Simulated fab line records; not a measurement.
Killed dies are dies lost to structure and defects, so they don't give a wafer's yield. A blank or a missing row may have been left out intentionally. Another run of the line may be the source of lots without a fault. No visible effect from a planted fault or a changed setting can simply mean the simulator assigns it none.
Chamber matching    flow nandHarc    NHARC_A_CHANNEL_FILL_D2_ALD_14 on aldHk-04 has 4 sister chambers
The step deposits SiO2, target thk 2.5 nm, pulse time 10 s, ald cycles 25. 4 wafers are shown with their chamber, then 8 later ones without.

## EACH WAFER AND ITS CHAMBER
wafer   chamber  heaterPowerW (W)
L081.1  1        547
L086.1  3        409
L086.5  0        470
L091.1  2        456

## WAFERS WHOSE CHAMBER IS MISSING
wafer   heaterPowerW (W)
L091.3  388
L091.4  553
L092.1  405
L092.2  457
L092.4  547
L097.1  460
L097.4  570
L097.6  571

## THE CHAMBER EACH PASSED THROUGH
wafer   from the rows above      in truth
L091.3  3                        3
L091.4  1                        1
L092.1  3                        3
L092.2  can't be placed: 2 or 0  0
L092.4  1                        1
L097.1  can't be placed: 2 or 0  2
L097.4  1                        1
L097.6  1                        1
Correct placement for 6 of the 8. Unplaceable from these rows: 2, with the true chamber sitting among the candidates in 2. Wrongly placed: 0.
How it was worked out, from the rows above alone: a wafer's distance from a chamber is the root of the sum, over the readings, of the square of ((its reading less the chamber's mean) divided by the reading's scatter). If the next closest chamber is less than 2 further off than the closest, the wafer can't be placed; otherwise it belongs to the closest. For every chamber, the mean is computed from those of its wafers that are shown. The scatter: with one shown wafer a chamber, the root of the mean of the squares of how far each hidden wafer lies from its nearest shown one.
